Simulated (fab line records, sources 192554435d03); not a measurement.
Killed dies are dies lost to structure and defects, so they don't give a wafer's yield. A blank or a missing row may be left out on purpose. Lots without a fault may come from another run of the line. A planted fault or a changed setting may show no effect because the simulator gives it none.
Chamber matching | flow n5_finfet | N5_BEOL_M4_ETCH_70 on rie_diel-03: 4 sister chambers
The step etches SOC in N2/H2, target depth 80 nm, overetch 24 nm, time 130 s. 20 wafers are shown with their chamber, then 10 later ones without.

WAFERS WITH THEIR CHAMBER
wafer  | chamber | drypump_motor_current_A (A) | showerhead_plenum_p_Torr (Torr) | throttle_valve_pct (%)
L076.1 | 2       | 5.3                         | 2.42                            | 18.04
L076.2 | 0       | 5.5                         | 2.49                            | 17.33
L076.3 | 1       | 6.5                         | 2.70                            | 17.82
L076.4 | 1       | 6.5                         | 2.70                            | 17.81
L076.5 | 0       | 5.5                         | 2.49                            | 17.37
L076.6 | 2       | 5.3                         | 2.42                            | 18.02
L079.4 | 2       | 5.3                         | 2.42                            | 18.05
L079.5 | 0       | 5.6                         | 2.49                            | 17.39
L079.6 | 1       | 6.5                         | 2.69                            | 17.84
L077.1 | 2       | 5.3                         | 2.42                            | 18.06
L077.4 | 1       | 6.5                         | 2.69                            | 17.83
L077.5 | 0       | 5.5                         | 2.48                            | 17.37
L081.1 | 0       | 5.5                         | 2.48                            | 17.37
L081.2 | 2       | 5.3                         | 2.42                            | 18.07
L081.3 | 1       | 6.5                         | 2.69                            | 17.83
L081.4 | 3       | 4.9                         | 2.62                            | 18.19
L081.5 | 3       | 4.8                         | 2.62                            | 18.20
L081.6 | 0       | 5.5                         | 2.48                            | 17.36
L086.1 | 0       | 5.5                         | 2.48                            | 17.39
L086.4 | 3       | 4.8                         | 2.61                            | 18.21

SIGNATURES (means of the wafers above)
reading                  | chamber 0 | chamber 1 | chamber 2 | chamber 3 | scatter within a chamber
drypump_motor_current_A  | 5.514     | 6.500     | 5.300     | 4.833     | 0.0309
showerhead_plenum_p_Torr | 2.4843    | 2.6940    | 2.4200    | 2.6167    | 0.00473
throttle_valve_pct       | 17.3686   | 17.8260   | 18.0480   | 18.2000   | 0.0171
Rule: a wafer's distance from a chamber is the root of the sum, over the readings, of the square of ((its reading less the chamber's mean) divided by the reading's scatter). The wafer belongs to the nearest chamber; if the next one is less than 2 further off, it can't be placed. The scatter: the root of (the sum of the squares of (reading less its chamber's mean) over the shown wafers, divided by (wafers less chambers)).

WAFERS WITHOUT THEIR CHAMBER
wafer  | drypump_motor_current_A (A) | showerhead_plenum_p_Torr (Torr) | throttle_valve_pct (%)
L086.5 | 4.9                         | 2.61                            | 18.19
L088.1 | 4.9                         | 2.61                            | 18.23
L088.4 | 6.5                         | 2.68                            | 17.88
L088.6 | 4.8                         | 2.61                            | 18.23
L094.1 | 5.3                         | 2.41                            | 18.10
L094.2 | 4.9                         | 2.60                            | 18.23
L094.3 | 5.5                         | 2.47                            | 17.44
L094.4 | 6.5                         | 2.68                            | 17.89
L094.5 | 6.5                         | 2.68                            | 17.86
L094.6 | 5.5                         | 2.47                            | 17.43

WHICH CHAMBER EACH WENT THROUGH
wafer  | from the rows above | in truth
L086.5 | 3                   | 3
L088.1 | 3                   | 3
L088.4 | 1                   | 1
L088.6 | 3                   | 3
L094.1 | 2                   | 2
L094.2 | 3                   | 3
L094.3 | 0                   | 0
L094.4 | 1                   | 1
L094.5 | 1                   | 1
L094.6 | 0                   | 0
Placed correctly: 10 of 10. Can't be placed from these rows: 0. Placed wrongly: 0.
